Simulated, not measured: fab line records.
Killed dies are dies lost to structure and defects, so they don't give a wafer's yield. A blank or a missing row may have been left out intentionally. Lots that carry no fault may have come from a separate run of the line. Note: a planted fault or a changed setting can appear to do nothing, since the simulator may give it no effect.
fab line records + flow nandHarc
[record]
- lots = 6
- wafers = 18
- lastDay = 23
route steps=1159 shown A_BLC@977 A_M0@994 END@1159
lots that met no fault: taken from a fault-free run of the same line
startH: hours from the record's opening day to when the first of the lot's shown wafers began + waitH: hours elapsed since this lot's preceding step + " repeats the value in the row above + L1.1+2: a row that stands for several wafers + - no value, or no start given + * or withheld: withheld + < > ~ a bound
route shown NAME@n: NAME is a module with steps in the file, n the number in the route of the first one + usual: average and standard deviation across the fault-free wafers + same: alike in all rows + chamber/n: place in a boat + sites: the reading at each site + _std_site: standard deviation across them + _edge_site: the outer-site mean with the inner-site mean subtracted + radiusMm: how far each site lies from the wafer's centre + mask NAME#n: copy n + behind: the last tool/chamber to shape the wafer + hold: reason for holding the lot/hours on hold/outcome of the hold + device: the n, p or np transistor that did not switch + end of line: the tests these same wafers got at the end of their route + where a step has no rows: the recipe by itself + killed: at the first sort, the dies lost to defects and structure; wafer yield is something else + map: a wafer's dies, marking killed ones x, the rest . and places with no die _
set.NAME: the setting the step ran with; set.NAME@STEP: the setting that earlier step ran with + model.NAME: the simulator's own value behind a step, which no gauge read
a table for each step, a row for each wafer; lots at some steps of the route
services: a tool's chamber out of use, with start hour (startH, from the record's first day; less than 0 if before it), hours out, and reason
[[steps]]
[step NHARC_A_BLC_DESCUM_15]
[recipe]
- timeS = 3
- o2FlowSccm = 200
- arFlowSccm = 0
- biasPowerW = 0
- chemistry = O2
[step NHARC_A_BLC_ETCH_16]
[recipe]
- targetDepthA = 390
- overEtchFrac = 0.3
- timeS = 65
- ionEnergyEv = 80
- cf4FlowSccm = 150
- arFlowSccm = 0
- rfW = 300
- biasW = 100
- chemistry = CF4
[step NHARC_A_BLC_ETCH_17]
[recipe]
- targetDepthA = 3900
- overEtchFrac = 0.25
- timeS = 609.38
- ionEnergyEv = 200
- n2FlowSccm = 150
- h2FlowSccm = 150
- arFlowSccm = 0
- rfW = 400
- biasW = 150
- chemistry = N2/H2
[step NHARC_A_BLC_ETCH_18]
[recipe]
- targetDepthA = 9100
- c4f8FlowSccm = 20
- o2FlowSccm = 10
- arFlowSccm = withheld
- rfW = 600
- biasW = 1500
- chemistry = C4F8/O2/Ar
[step NHARC_A_BLC_CD_MEAS_19]
[usual]
- cdNm = 99.4/2
| lot.wafer | tool     | chamber | startH | waitH | cdNm  |
|-----------|----------|---------|--------|-------|-------|
| L398.1    | cdSem-02 | -       | 439.32 | -     | 98.3  |
| L398.5    | "        | -       | "      | "     | 100.8 |
| L398.6    | "        | -       | "      | "     | 97.9  |
| L399.1    | cdSem-03 | -       | 439.82 | -     | 97.7  |
| L399.2    | "        | -       | "      | "     | 102.6 |
| L399.5    | "        | -       | "      | "     | 99.2  |
| L404.1    | cdSem-01 | -       | 467.52 | -     | 97.0  |
| L404.2    | "        | -       | "      | "     | 98.7  |
| L404.6    | "        | -       | "      | "     | 97.3  |
| L405.2    | cdSem-03 | -       | 478.73 | -     | 100.5 |
| L405.3    | "        | -       | "      | "     | 98.5  |
| L405.5    | "        | -       | "      | "     | 100.6 |
| L403.4    | cdSem-02 | -       | 485.54 | -     | 100.0 |
| L403.5    | "        | -       | "      | "     | 102.0 |
| L403.6    | "        | -       | "      | "     | 98.8  |
| L406.1    | cdSem-02 | -       | 486.42 | -     | 98.5  |
| L406.2    | "        | -       | "      | "     | 101.6 |
| L406.5    | "        | -       | "      | "     | 97.4  |
[step NHARC_A_BLC_STRIP_29]
[recipe]
- cf4FlowSccm = 150
- arFlowSccm = 0
- biasW = 0
- chemistry = CF4
[usual]
- drypumpMotorCurrentA = 5.6/0.49
- oesProductAu = 1.002/0.0081
- rfVppV = 59.4/0.83
- showerheadPlenumPTorr = 1.76/0.085
- throttleValvePct = 13.285/0.0086
| lot.wafer | tool       | chamber | startH | waitH | drypumpMotorCurrentA | oesProductAu | rfHoursCounterH | rfVppV | showerheadPlenumPTorr | throttleValvePct |
|-----------|------------|---------|--------|-------|----------------------|--------------|-----------------|--------|-----------------------|------------------|
| L398.1    | rieDiel-02 | 2       | 439.41 | 0.1   | 5.8                  | 1.002        | 33              | 57.8   | 1.65                  | 13.277           |
| L398.5    | "          | 0       | "      | "     | 5.1                  | 1.016        | -               | 60.8   | 1.90                  | 13.282           |
| L398.6    | "          | 3       | "      | "     | 5.6                  | 0.988        | -               | 57.9   | 1.77                  | 13.276           |
| L399.1    | rieDiel-10 | 2       | 439.92 | 0.1   | 5.8                  | 1.008        | 9               | 58.7   | 1.73                  | 13.293           |
| L399.2    | "          | 3       | "      | "     | 6.0                  | 0.995        | 10              | 62.1   | 1.88                  | 13.270           |
| L399.5    | "          | 0       | "      | "     | 5.0                  | 1.006        | -               | 58.9   | 1.68                  | 13.291           |
| L404.2    | rieDiel-08 | 0       | 467.61 | 0.1   | 6.4                  | 0.999        | 15              | 58.8   | 1.83                  | 13.275           |
| L404.1    | "          | 2       | "      | "     | 5.4                  | 0.983        | 17              | 58.7   | 1.64                  | 13.271           |
| L404.6    | "          | 3       | "      | "     | 5.6                  | 0.988        | -               | 59.0   | 1.67                  | 13.288           |
| L405.3    | rieDiel-08 | 1       | 478.81 | 0.1   | 5.4                  | 1.008        | 17              | 59.5   | 1.87                  | 13.282           |
| L405.2    | "          | 2       | "      | "     | 5.4                  | 0.996        | 18              | 59.2   | 1.64                  | 13.283           |
| L405.5    | "          | 1       | "      | "     | 5.4                  | 0.999        | -               | 61.3   | 1.87                  | 13.282           |
| L403.4    | rieDiel-02 | 1       | 485.65 | 0.1   | 6.0                  | 0.997        | -               | 59.2   | 1.73                  | 13.273           |
| L403.6    | "          | 2       | "      | "     | 5.9                  | 1.007        | -               | 58.2   | 1.65                  | 13.294           |
| L403.5    | "          | 3       | "      | "     | 5.7                  | 1.004        | -               | 60.5   | 1.76                  | 13.298           |
| L406.2    | rieDiel-10 | 3       | 486.50 | 0.1   | 6.0                  | 0.992        | 14              | 59.2   | 1.88                  | 13.289           |
| L406.1    | "          | 2       | "      | "     | 5.7                  | 0.990        | 13              | 58.0   | 1.73                  | 13.293           |
| L406.5    | "          | 0       | "      | "     | 5.0                  | 0.991        | -               | 58.8   | 1.68                  | 13.289           |
[step NHARC_A_BLC_STRIP_21]
[recipe]
- o2FlowSccm = 500
- arFlowSccm = 0
- biasW = 0
- chemistry = O2
[step NHARC_A_BLC_STRIP_22]
[recipe]
- timeS = 600
- tempC = 30
- chemistry = postEtchResidueRemover
[step NHARC_A_BLC_DEGAS_30]
[recipe]
- tempC = 300
- timeS = 60
[step NHARC_A_BLC_PRE_CLEAN_31]
[recipe]
- timeS = 15
- biasV = 250
- gas = Ar
[step NHARC_A_BLC_PVD_32]
[recipe]
- targetThkA = 50
- chamberPressurePa = 5
- powerW = 5000
- substrateTempC = 200
- timeS = 17.7
- material = Ti
[step NHARC_A_BLC_ALD_23]
[recipe]
- targetThkA = 30
- pulseTimeS = 1
- aldCycles = 150
- tempC = 450
- material = TiN
[step NHARC_A_BLC_CVD_24]
[recipe]
- targetThkA = 1500
- tempC = 300
- pressureTorr = 40
- wf6FlowSccm = 40
- h2FlowSccm = 1600
- arFlowSccm = 1560
- timeS = 434
- material = W
[usual]
- heaterPowerW = 455/48
- mfcH2Sccm = 1601/4.9
- throttleValvePct = 8.0/0.44
| lot.wafer | tool    | chamber | startH | waitH | heaterPowerW | mfcH2Sccm | throttleValvePct |
|-----------|---------|---------|--------|-------|--------------|-----------|------------------|
| L398.1    | cvdW-01 | 0       | 440.41 | -     | 419          | 1602      | 7.3              |
| L398.5    | "       | 0       | "      | "     | 419          | 1601      | 7.3              |
| L398.6    | "       | 1       | "      | "     | 436          | 1605      | 8.0              |
| L399.2    | cvdW-01 | 0       | 440.87 | -     | 415          | 1599      | 7.6              |
| L399.1    | "       | 1       | "      | "     | 424          | 1605      | 7.9              |
| L399.5    | "       | 0       | "      | "     | 426          | 1605      | 7.5              |
| L404.2    | cvdW-02 | 1       | 475.30 | -     | 414          | 1598      | 8.4              |
| L404.1    | "       | 0       | "      | "     | 518          | 1603      | 8.0              |
| L404.6    | "       | 1       | "      | "     | 411          | 1590      | 8.5              |
| L405.2    | cvdW-02 | 1       | 482.99 | -     | 409          | 1599      | 8.7              |
| L405.3    | "       | 1       | "      | "     | 399          | 1602      | 8.8              |
| L405.5    | "       | 1       | "      | "     | 406          | 1601      | 8.6              |
| L403.4    | cvdW-02 | 0       | 491.43 | -     | 546          | 1603      | 8.0              |
| L403.5    | "       | 1       | "      | "     | 417          | 1599      | 8.6              |
| L403.6    | "       | 0       | "      | "     | 523          | 1594      | 8.1              |
| L406.2    | cvdW-02 | 1       | 492.40 | -     | 414          | 1596      | 8.4              |
| L406.1    | "       | 0       | "      | "     | 520          | 1601      | 8.0              |
| L406.5    | "       | 1       | "      | "     | 405          | 1597      | 8.6              |
[step NHARC_A_BLC_CMP_25]
[recipe]
- tOverpolishS = 30
- targetThkNm = 150
[usual]
- motorCurrentA = 12.1/1
- overpolishRunS = 30.000/0.0093
- timeToEndpointS = 29.1/2.7
| lot.wafer | tool   | chamber | startH | waitH | motorCurrentA | overpolishRunS | timeToEndpointS |
|-----------|--------|---------|--------|-------|---------------|----------------|-----------------|
| L398.1    | cmp-01 | 2       | 441.06 | 0.6   | 13.3          | 29.995         | 28.7            |
| L398.5    | "      | 0       | "      | "     | 11.7          | 29.994         | 34.0            |
| L398.6    | "      | 1       | "      | "     | 14.1          | 29.998         | 28.4            |
| L399.1    | cmp-01 | 0       | 441.42 | 0.4   | 11.8          | 30.001         | 29.5            |
| L399.2    | "      | 2       | "      | "     | 13.5          | 30.010         | 27.7            |
| L399.5    | "      | 0       | "      | "     | 11.8          | 30.002         | 30.0            |
| L404.1    | cmp-02 | 0       | 475.88 | 0.4   | 10.6          | 30.004         | 30.2            |
| L404.2    | "      | 1       | "      | "     | 13.5          | 30.004         | 31.6            |
| L404.6    | "      | 2       | "      | "     | 11.4          | 30.008         | 24.6            |
| L405.3    | cmp-02 | 2       | 483.53 | 0.3   | 11.4          | 30.000         | 24.3            |
| L405.2    | "      | 0       | "      | "     | 11.3          | 30.006         | 27.8            |
| L405.5    | "      | 3       | "      | "     | 12.0          | 30.009         | 27.9            |
| L403.4    | cmp-02 | 0       | 491.81 | 0.3   | 11.4          | 30.014         | 26.5            |
| L403.5    | "      | 1       | "      | "     | 13.3          | 30.004         | 30.3            |
| L403.6    | "      | 2       | "      | "     | 11.7          | 30.002         | 22.8            |
| L406.2    | cmp-03 | 2       | 492.98 | 0.5   | 11.9          | 29.986         | 32.1            |
| L406.1    | "      | 3       | "      | "     | 12.9          | 30.007         | 31.6            |
| L406.5    | "      | 0       | "      | "     | 10.8          | 29.994         | 33.2            |
[step NHARC_A_BLC_SRD_27]
[step NHARC_A_M0_DEP_00]
[recipe]
- targetThkA = 1500
- targetThkNm = 150
- tempC = withheld
- pressureTorr = 5
- flowSccm = 200
- rfW = 600
- material = SiOC
[step NHARC_A_M0_DEHYDRATE_01]
[recipe]
- tempC = 150
- timeS = 120
[step NHARC_A_M0_HMDS_02]
[recipe]
- timeS = 30
[step NHARC_A_M0_COAT_33]
[recipe]
- tempC = 200
- timeS = 65
[step NHARC_A_M0_COAT_03]
[recipe]
- spinRpm = 1500
- resistThkNm = 90
[step NHARC_A_M0_SOFTBAKE_04]
[recipe]
- tempC = 105
- timeS = 55
[step NHARC_A_M0_EBR_05]
[step NHARC_A_M0_EXPOSE_06]
[recipe]
- na = 1.35
- targetCdNm = 80
- doseMj = 83.25
- maskId = A_M0
[step NHARC_A_M0_PEB_07]
[recipe]
- pebTempC = 100
- pebTimeS = 65
[step NHARC_A_M0_DEVELOP_08]
[recipe]
- developTimeS = 35
- devTempC = 23
[step NHARC_A_M0_CD_MEAS_09]
[recipe]
- targetCdNm = 80
- landingEnergyEv = 500
[usual]
- cdNm = 80.0/0.6
| lot.wafer | tool     | chamber | startH | waitH | cdNm |
|-----------|----------|---------|--------|-------|------|
| L398.1    | cdSem-01 | 0       | 442.32 | -     | 80.8 |
| L398.5    | "        | 0       | "      | "     | 80.8 |
| L398.6    | "        | 0       | "      | "     | 80.6 |
| L399.1    | cdSem-01 | 0       | 442.71 | -     | 79.1 |
| L399.2    | "        | 0       | "      | "     | 80.1 |
| L399.5    | "        | 0       | "      | "     | 79.1 |
| L404.1    | cdSem-03 | 0       | 477.14 | -     | 79.4 |
| L404.2    | "        | 0       | "      | "     | 79.5 |
| L404.6    | "        | 0       | "      | "     | 79.1 |
| L405.2    | cdSem-02 | 0       | 484.83 | -     | 80.3 |
| L405.3    | "        | 0       | "      | "     | 79.6 |
| L405.5    | "        | 0       | "      | "     | 80.2 |
| L403.4    | cdSem-02 | 0       | 492.92 | -     | 80.2 |
| L403.5    | "        | 0       | "      | "     | 79.6 |
| L403.6    | "        | 0       | "      | "     | 80.8 |
| L406.1    | cdSem-02 | 0       | 494.11 | -     | 80.1 |
| L406.2    | "        | 0       | "      | "     | 80.4 |
| L406.5    | "        | 0       | "      | "     | 79.8 |
[step NHARC_A_M0_OVL_MEAS_10]
[recipe]
- pitchNm = 160
[usual]
- overlayXNm = 0.1/0.62
- overlayYNm = 0.0/0.78
| lot.wafer | tool       | chamber | startH | waitH | overlayXNm | overlayYNm |
|-----------|------------|---------|--------|-------|------------|------------|
| L398.1    | overlay-02 | -       | 442.41 | -     | -0.2       | -0.1       |
| L398.5    | "          | -       | "      | "     | -0.4       | 0.1        |
| L398.6    | "          | -       | "      | "     | -0.6       | -0.1       |
| L399.1    | overlay-01 | -       | 442.80 | -     | -1.0       | 0.0        |
| L399.2    | "          | -       | "      | "     | -1.3       | -0.2       |
| L399.5    | "          | -       | "      | "     | -1.4       | -0.2       |
| L404.1    | overlay-01 | -       | 477.23 | -     | 0.5        | 0.9        |
| L404.2    | "          | -       | "      | "     | 0.1        | 0.6        |
| L404.6    | "          | -       | "      | "     | 0.3        | 0.6        |
| L405.2    | overlay-01 | -       | 484.92 | -     | -0.7       | -0.1       |
| L405.3    | "          | -       | "      | "     | -0.7       | 0.3        |
| L405.5    | "          | -       | "      | "     | -0.6       | 0.1        |
| L403.4    | overlay-02 | -       | 493.00 | -     | -1.4       | 0.1        |
| L403.5    | "          | -       | "      | "     | -0.9       | 0.5        |
| L403.6    | "          | -       | "      | "     | -1.3       | -0.1       |
| L406.1    | overlay-02 | -       | 494.20 | -     | 0.0        | -0.2       |
| L406.2    | "          | -       | "      | "     | 0.2        | -0.2       |
| L406.5    | "          | -       | "      | "     | 0.3        | -0.4       |
[step NHARC_A_M0_DESCUM_14]
[recipe]
- timeS = 3
- o2FlowSccm = 200
- arFlowSccm = 0
- biasPowerW = 0
- chemistry = O2
[usual]
- drypumpMotorCurrentA = 5.8/0.42
- oesProductAu = 0.997/0.012
- rfVppV = 57.9/0.92
- showerheadPlenumPTorr = 1.95/0.096
- throttleValvePct = 11.311/0.009
| lot.wafer | tool       | chamber | startH | waitH | drypumpMotorCurrentA | oesProductAu | rfHoursCounterH | rfVppV | showerheadPlenumPTorr | throttleValvePct |
|-----------|------------|---------|--------|-------|----------------------|--------------|-----------------|--------|-----------------------|------------------|
| L398.1    | rieDiel-13 | 2       | 442.52 | 0.1   | 6.3                  | 0.991        | 7               | 59.5   | 2.05                  | 11.303           |
| L398.5    | "          | 0       | "      | "     | 4.7                  | 1.001        | -               | 58.9   | 1.89                  | 11.318           |
| L398.6    | "          | 1       | "      | "     | 5.9                  | 0.988        | -               | 58.1   | 1.91                  | 11.318           |
| L399.2    | rieDiel-13 | 1       | 442.91 | 0.1   | 5.9                  | 0.990        | 7               | 57.9   | 1.91                  | 11.321           |
| L399.1    | "          | 2       | "      | "     | 6.3                  | 1.006        | 7               | 58.9   | 2.05                  | 11.308           |
| L399.5    | "          | 0       | "      | "     | 4.6                  | 1.004        | -               | 58.0   | 1.89                  | 11.315           |
| L404.2    | rieDiel-13 | 0       | 477.33 | 0.1   | 4.7                  | 1.007        | 1               | 55.3   | 1.89                  | 11.304           |
| L404.1    | "          | 3       | "      | "     | 5.8                  | 1.004        | 1               | 58.1   | 1.95                  | 11.302           |
| L404.6    | "          | 0       | "      | "     | 4.7                  | 1.008        | -               | 57.8   | 1.89                  | 11.313           |
| L405.2    | rieDiel-06 | 0       | 485.02 | 0.1   | 5.4                  | 0.990        | 4               | 57.5   | 1.79                  | 11.298           |
| L405.3    | "          | 3       | "      | "     | 5.7                  | 0.997        | 3               | 57.7   | 1.96                  | 11.308           |
| L405.5    | "          | 1       | "      | "     | 5.6                  | 1.022        | -               | 58.1   | 1.81                  | 11.312           |
| L403.4    | rieDiel-06 | 2       | 493.10 | 0.1   | 5.8                  | 1.001        | 5               | 57.7   | 2.02                  | 11.310           |
| L403.5    | "          | 2       | "      | "     | 5.8                  | 0.999        | -               | 57.8   | 2.02                  | 11.304           |
| L403.6    | "          | 3       | "      | "     | 5.7                  | 0.994        | -               | 59.0   | 1.96                  | 11.316           |
| L406.2    | rieDiel-13 | 0       | 494.32 | 0.1   | 4.7                  | 1.011        | 3               | 58.0   | 1.89                  | 11.300           |
| L406.1    | "          | 1       | "      | "     | 5.9                  | 1.000        | 3               | 59.0   | 1.90                  | 11.307           |
| L406.5    | "          | 3       | "      | "     | 5.8                  | 0.991        | -               | 57.4   | 1.95                  | 11.301           |
[step NHARC_A_M0_ETCH_34]
[recipe]
- targetDepthA = 400
- overetchA = 120
- timeS = 43.94
- ionEnergyEv = 200
- n2FlowSccm = 150
- h2FlowSccm = 150
- arFlowSccm = 0
- rfW = 400
- biasW = 150
- chemistry = N2/H2
[step NHARC_A_M0_ETCH_15]
[recipe]
- targetDepthA = 1500
- overetchA = 150
- timeS = 82.5
- c4f8FlowSccm = withheld
- arFlowSccm = 400
- rfW = 600
- biasW = 300
- chemistry = C4F8/Ar
[usual]
- oesProductAu = 0.951/0.023
- rfVppV = 442/3
| lot.wafer | tool       | chamber | startH | waitH | oesProductAu | rfHoursCounterH | rfVppV |
|-----------|------------|---------|--------|-------|--------------|-----------------|--------|
| L398.1    | rieDiel-13 | 0       | -      | -     | 0.926        | 7               | 439    |
| L398.5    | "          | 1       | "      | "     | 0.917        | -               | 441    |
| L398.6    | "          | 2       | "      | "     | 0.923        | -               | 446    |
| L399.1    | rieDiel-13 | 1       | -      | -     | 0.919        | 7               | 440    |
| L399.2    | "          | 2       | "      | "     | 0.923        | 7               | 445    |
| L399.5    | "          | 2       | "      | "     | 0.926        | -               | 445    |
| L404.2    | rieDiel-13 | 1       | -      | -     | 0.969        | 2               | 440    |
| L404.1    | "          | 2       | "      | "     | 0.970        | 1               | 445    |
| L404.6    | "          | 1       | "      | "     | 0.976        | -               | 440    |
| L405.3    | rieDiel-06 | 0       | -      | -     | 0.944        | 4               | 436    |
| L405.2    | "          | 2       | "      | "     | 0.966        | 4               | 445    |
| L405.5    | "          | 0       | "      | "     | 0.943        | -               | 439    |
| L403.4    | rieDiel-06 | 0       | -      | -     | 0.969        | 5               | 438    |
| L403.5    | "          | 2       | "      | "     | 0.965        | -               | 445    |
| L403.6    | "          | 3       | "      | "     | 0.965        | -               | 443    |
| L406.1    | rieDiel-13 | 1       | -      | -     | 0.976        | 3               | 441    |
| L406.2    | "          | 3       | "      | "     | 0.968        | 2               | 443    |
| L406.5    | "          | 0       | "      | "     | 0.973        | -               | 440    |
[step NHARC_A_M0_CD_MEAS_16]
[usual]
- cdNm = 80.0/0.79
| lot.wafer | tool     | chamber | startH | waitH | cdNm |
|-----------|----------|---------|--------|-------|------|
| L398.1    | cdSem-02 | -       | 442.80 | -     | 81.1 |
| L398.5    | "        | -       | "      | "     | 81.8 |
| L398.6    | "        | -       | "      | "     | 80.4 |
| L399.1    | cdSem-03 | -       | 443.20 | -     | 78.8 |
| L399.2    | "        | -       | "      | "     | 80.4 |
| L399.5    | "        | -       | "      | "     | 79.0 |
| L404.1    | cdSem-03 | -       | 477.63 | -     | 80.0 |
| L404.2    | "        | -       | "      | "     | 80.1 |
| L404.6    | "        | -       | "      | "     | 79.8 |
| L405.2    | cdSem-01 | -       | 485.32 | -     | 80.5 |
| L405.3    | "        | -       | "      | "     | 79.2 |
| L405.5    | "        | -       | "      | "     | 78.8 |
| L403.4    | cdSem-03 | -       | 493.40 | -     | 80.3 |
| L403.5    | "        | -       | "      | "     | 79.1 |
| L403.6    | "        | -       | "      | "     | 80.2 |
| L406.1    | cdSem-03 | -       | 494.60 | -     | 80.3 |
| L406.2    | "        | -       | "      | "     | 80.9 |
| L406.5    | "        | -       | "      | "     | 79.8 |
[step NHARC_A_M0_STRIP_18]
[recipe]
- powerW = 1000
- n2FlowSccm = 150
- h2FlowSccm = 150
- arFlowSccm = 0
- biasW = 0
- chemistry = N2/H2
[step NHARC_A_M0_STRIP_19]
[recipe]
- timeS = 600
- tempC = 30
- chemistry = postEtchResidueRemover
[step NHARC_A_M0_DEGAS_28]
[recipe]
- tempC = 250
- timeS = 60
[step NHARC_A_M0_PRE_CLEAN_29]
[recipe]
- timeS = 30
- tempC = 280
- gas = H2/He
[step NHARC_A_M0_PVD_20]
[recipe]
- targetThkA = 50
- biasV = 168.6
- powerW = 15000
- chamberPressurePa = 0.12
- timeS = 8.06
- substrateTempC = 50
- material = TaN
[step NHARC_A_M0_PVD_21]
[recipe]
- targetThkA = 300
- chamberPressurePa = 5
- powerW = 5000
- substrateTempC = 30
- timeS = 20.49
- material = Cu
[usual]
- throttleValvePct = 30.6/0.75
| lot.wafer | tool          | chamber | startH | waitH | throttleValvePct |
|-----------|---------------|---------|--------|-------|------------------|
| L398.1    | pvdSputter-02 | -       | -      | -     | 30.0             |
| L398.6    | "             | -       | "      | "     | 30.2             |
| L398.5    | "             | -       | "      | "     | 31.6             |
| L399.2    | pvdSputter-03 | -       | -      | -     | 30.0             |
| L399.1    | "             | -       | "      | "     | 29.9             |
| L399.5    | "             | -       | "      | "     | 29.8             |
| L404.2    | pvdSputter-01 | -       | -      | -     | 29.5             |
| L404.1    | "             | -       | "      | "     | 29.2             |
| L404.6    | "             | -       | "      | "     | 31.3             |
| L405.3    | pvdSputter-03 | -       | -      | -     | 29.7             |
| L405.2    | "             | -       | "      | "     | 30.4             |
| L405.5    | "             | -       | "      | "     | 30.9             |
| L403.4    | pvdSputter-03 | -       | -      | -     | 30.7             |
| L403.5    | "             | -       | "      | "     | 30.8             |
| L403.6    | "             | -       | "      | "     | 31.9             |
| L406.1    | pvdSputter-02 | -       | -      | -     | 30.4             |
| L406.2    | "             | -       | "      | "     | 31.6             |
| L406.5    | "             | -       | "      | "     | 31.6             |
[step NHARC_A_M0_ECD_22]
[recipe]
- targetThkA = 4000
- bathTempC = 25
- material = Cu
[step NHARC_A_M0_ANNEAL_30]
[recipe]
- tempC = 225
- timeS = 90
[step NHARC_END_SORT_01]
[recipe]
- tempC = 25
[usual]
- killedAtArray = 29/11
- killedAtOther = 0.7/1.1
- killedAtPeriphery = 3.1/2
- killedDies = 33/11
- killedOpen = 3.5/1.8
- killedShort = 2.0/1.4
[same]
- grossDies = 677
| lot.wafer | tool      | chamber | startH | waitH | killedAtArray | killedAtOther | killedAtPeriphery | killedDies | killedOpen | killedShort |
|-----------|-----------|---------|--------|-------|---------------|---------------|-------------------|------------|------------|-------------|
| L406.1    | prober-01 | 0       | 538.78 | 2.5   | 114           | 0             | 0                 | 114        | 0          | 0           |
| L403.4    | prober-02 | 0       | 541.22 | 3.4   | 98            | 0             | 2                 | 100        | 5          | 4           |
| L403.5    | prober-02 | 0       | 542.02 | 3.7   | 43            | 0             | 1                 | 44         | 4          | 1           |
| L403.6    | prober-02 | 0       | 542.83 | 4.0   | 104           | 3             | 2                 | 109        | 1          | 4           |
// killed by level:class
L406.1 A_BLC:unspecified=87 A_SLIT:chamberFilmFlake=17 A_CONTACT:chamberFilmFlake=4 A_CHANNEL_HOLE_D1:chamberFilmFlake=3 A_STAIRCASE:chamberFilmFlake=3
L403.4 A_BLC:unspecified=78 A_CHANNEL_HOLE_D1:chamberFilmFlake=6 A_CONTACT:geometricParticle:open=3 A_CONTACT:chamberFilmFlake=3 A_STAIRCASE:chamberFilmFlake=2 P_CONTACT:geometricParticle:short=1 P_M0:geometricParticle:short=1 A_SOURCE_PLATE:geometricParticle:short=1
L403.5 A_CHANNEL_HOLE_D1:chamberFilmFlake=32 A_STAIRCASE:chamberFilmFlake=3 A_CONTACT:chamberFilmFlake=2 A_ONON_D1:geometricParticle:open=1 A_SGD_CUT:geometricParticle:open=1 A_SGD_CUT:geometricParticle:short=1 A_BLC:geometricParticle:open=1 A_M0:geometricParticle:open=1
L403.6 A_BLC:unspecified=82 A_CHANNEL_HOLE_D1:chamberFilmFlake=12 A_CONTACT:chamberFilmFlake=4 THIN_TSV:chamberFilmFlake=3 P_CONTACT:geometricParticle:short=2 A_CHANNEL_FILL_D1:chamberFilmFlake=2 A_CHANNEL_HOLE_D1:geometricParticle:short=1 A_WL_FILL:geometricParticle:short=1
// map L403.6 (x killed, . not)
____________.____________
_________......._________
_______..........._______
______.............______
_____..............._____
____..x..............____
____...............x.____
___...................___
___...................___
__.....................__
__........x....x.......__
_....x...x.............._
_..x.xxx................_
_..x...x................_
_......x................_
_......x................_
.........................
.......x...x.............
............xx...........
.........................
.....x.............x.....
_.....x................._
_.....xx.......x........_
_......................._
_.............xxxxxx...._
_............xxxxxxxx..._
__...........xxxxxxx...__
__.....x......xxxxxxx..__
___..........xxxxxxxx.___
___..........xxxxxxxx.___
____.......xxxxxxxxxx____
____.....x...xxxxxxxx____
_____........xxxxxxx_____
______......xxxxxxx______
_______.......xxxx_______
_________....xxx_________
____________.____________
// map L406.1 (x killed, . not)
____________.____________
_________......._________
_______..........._______
______.............______
_____..............._____
____.................____
____.................____
___...................___
___................xx.___
__.............x.......__
__..x..................__
_..x..x................._
_...xx.................._
_....xxx................_
_..x.x.................._
_..x.x..x..............._
..x..xx..................
.......x.................
.........................
.....x...................
....................x....
_......................._
_..............x........_
_....x........xx........_
_..............xxx......_
_..........x...xxxxxx..._
__...........xxxxxxxx..__
__....x......xxxxxxxx..__
___.........xxxxxxxxx.___
___.........xxxxxxxxxx___
____.........xxxxxxxx____
____.........xxxxxxxx____
_____.......xxxxxxxx_____
______......xxxxxxx______
_______.....xxxxxx_______
_________...xxxx_________
____________x____________
[[services]]
| tool          | chamber | startH | hours | kind   |
|---------------|---------|--------|-------|--------|
| cmp-03        | -       | 417.89 | 2.9   | repair |
| rieDiel-06    | -       | 418.20 | 9.0   | pm     |
| rieDiel-13    | 1       | 424.35 | 4.3   | repair |
| cmp-03        | -       | 428.59 | 59.3  | repair |
| rieDiel-13    | 0       | 431.51 | -     | clean  |
| rieDiel-13    | 1       | 431.51 | -     | clean  |
| rieDiel-02    | 1       | 432.13 | 43.9  | repair |
| rieDiel-06    | 3       | 435.49 | 3.0   | repair |
| pvdSputter-02 | -       | 436.22 | 5.5   | repair |
| cvdW-02       | 1       | 437.65 | 24.2  | repair |
| pvdSputter-01 | -       | 437.89 | 14.8  | repair |
| rieDiel-08    | 0       | 442.76 | 4.8   | repair |
| rieDiel-13    | 2       | 446.51 | 4.8   | repair |
| cmp-02        | -       | 451.92 | 4.0   | pm     |
| rieDiel-13    | -       | 453.00 | 9.0   | pm     |
| cmp-01        | -       | 455.58 | 0.5   | repair |
| pvdSputter-03 | -       | 458.07 | 10.0  | pm     |
| rieDiel-10    | 1       | 459.71 | 2.5   | repair |
| rieDiel-06    | 1       | 459.81 | 8.5   | repair |
| rieDiel-13    | 3       | 467.45 | 2.9   | repair |
| cmp-01        | -       | 475.06 | 4.0   | pm     |
| cvdW-01       | -       | 479.62 | 13.0  | pm     |
| rieDiel-02    | 0       | 485.24 | 6.7   | repair |
| cmp-03        | -       | 487.92 | 4.0   | pm     |
[[key]]
[firstSign]
- step = NHARC_END_SORT_01
- reading = killedAtArray
- direction = up
- sigmas = 7.1
- usual = 29
- struck = 105
[effect]
- step = NHARC_END_SORT_01
- reading = killedDies
- direction = up
- sigmas = 7
- usual = 33
- struck = 108
[moreKillsBornAt]
- NHARC_A_BLC_CVD_24@cvdW-02 = 247
metAt NHARC_A_BLC_CVD_24
struckWafers L403.4,L403.6,L406.1
testerLeftOut L403,L406
onsetBetween 475.30 491.43
[fault]
- kind = chamberParticleSource
- tool = cvdW-02
- chamber = 0
- onsetH = 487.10
- steps = NHARC_A_BLC_CVD_24
- ratePerVisitCm2 = 1.7189
- endH = 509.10
// testerLeftOut: of these lots the tester's yield and bins aren't shown, on N5 and GAA mostly nor the transistor test; their killed dies are dies lost to structure and defects alone, not to doping, threshold or leakage, so they don't give the yield
